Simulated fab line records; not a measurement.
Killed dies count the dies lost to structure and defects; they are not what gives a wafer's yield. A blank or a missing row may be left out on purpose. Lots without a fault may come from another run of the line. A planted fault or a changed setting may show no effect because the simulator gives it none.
Matching of chambers + flow n5_finfet + N5_BEOL_M6_DEP_56 on pecvd-02 has 3 sister chambers
The step deposits SiCN from 3MS/NH3, target thk 10 nm, time 17.5 s. 22 wafers are shown with their chamber, then 11 later ones without.

== WAFERS PAIRED WITH THEIR CHAMBERS ==
| wafer  | chamber | showerhead_plenum_p_Torr (Torr) | throttle_valve_pct (%) | showerhead_vpp_V (V) |
|--------|---------|---------------------------------|------------------------|----------------------|
| L075.1 | 1       | 3.655                           | 9.8                    | 852                  |
| L075.3 | 0       | 3.684                           | 9.5                    | 885                  |
| L075.6 | 1       | 3.646                           | 9.5                    | 855                  |
| L077.2 | 1       | 3.646                           | 9.7                    | 864                  |
| L077.4 | 1       | 3.652                           | 9.9                    | 865                  |
| L077.6 | 0       | 3.681                           | 9.6                    | 886                  |
| L079.1 | 0       | 3.673                           | 9.4                    | 901                  |
| L079.2 | 2       | 3.642                           | 8.9                    | 873                  |
| L079.4 | 0       | 3.677                           | 9.5                    | 872                  |
| L085.2 | 2       | 3.650                           | 8.6                    | 858                  |
| L085.4 | 1       | 3.656                           | 9.8                    | 869                  |
| L085.6 | 0       | 3.675                           | 9.7                    | 891                  |
| L087.3 | 0       | 3.673                           | 9.8                    | 898                  |
| L087.4 | 1       | 3.653                           | 9.6                    | 869                  |
| L087.5 | 2       | 3.643                           | 8.7                    | 866                  |
| L089.1 | 0       | 3.679                           | 9.7                    | 884                  |
| L089.2 | 2       | 3.645                           | 8.8                    | 886                  |
| L089.4 | 2       | 3.641                           | 8.9                    | 860                  |
| L086.2 | 0       | 3.687                           | 9.8                    | 888                  |
| L086.4 | 2       | 3.647                           | 8.7                    | 866                  |
| L086.5 | 0       | 3.672                           | 9.6                    | 897                  |
| L088.1 | 0       | 3.684                           | 9.3                    | 881                  |

SIGNATURES (means of the wafers above)
| reading                  | chamber 0 | chamber 1 | chamber 2 | scatter within a chamber |
|--------------------------|-----------|-----------|-----------|--------------------------|
| showerhead_plenum_p_Torr | 3.67850   | 3.65133   | 3.64467   | 0.00464                  |
| throttle_valve_pct       | 9.590     | 9.717     | 8.767     | 0.151                    |
| showerhead_vpp_V         | 888.30    | 862.33    | 868.17    | 8.8                      |
Rule: a wafer lies at a distance from a chamber equal to the root of the sum of squares, over the readings, of (its reading less the chamber's mean, divided by the reading's scatter). The wafer belongs to the nearest chamber; if the next one is less than 2 further off, it can't be placed. The scatter is the square root of a quotient: the sum, over the shown wafers, of each reading's squared deviation from its chamber's mean, divided by wafers minus chambers.

== WAFERS MISSING THEIR CHAMBER ==
| wafer  | showerhead_plenum_p_Torr (Torr) | throttle_valve_pct (%) | showerhead_vpp_V (V) |
|--------|---------------------------------|------------------------|----------------------|
| L088.2 | 3.635                           | 8.9                    | 856                  |
| L088.5 | 3.637                           | 8.9                    | 852                  |
| L091.1 | 3.636                           | 9.1                    | 855                  |
| L091.2 | 3.665                           | 9.8                    | 881                  |
| L091.4 | 3.642                           | 9.0                    | 849                  |
| L093.2 | 3.655                           | 9.8                    | 858                  |
| L093.4 | 3.643                           | 8.9                    | 867                  |
| L093.6 | 3.658                           | 9.8                    | 864                  |
| L096.1 | 3.677                           | 9.6                    | 901                  |
| L096.3 | 3.653                           | 9.6                    | 855                  |
| L096.4 | 3.678                           | 9.7                    | 881                  |

== EACH ONE'S CHAMBER ==
| wafer  | from the rows above     | in truth |
|--------|-------------------------|----------|
| L088.2 | 2                       | 2        |
| L088.5 | 2                       | 2        |
| L091.1 | 2                       | 2        |
| L091.2 | can't be placed: 0 or 1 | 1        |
| L091.4 | 2                       | 2        |
| L093.2 | 1                       | 1        |
| L093.4 | 2                       | 2        |
| L093.6 | 1                       | 1        |
| L096.1 | 0                       | 0        |
| L096.3 | 1                       | 1        |
| L096.4 | 0                       | 0        |
Correct placement for 10 of the 11. From these rows, 1 cannot be placed; in 1 the true chamber is one of the candidates. 0 placed wrongly.
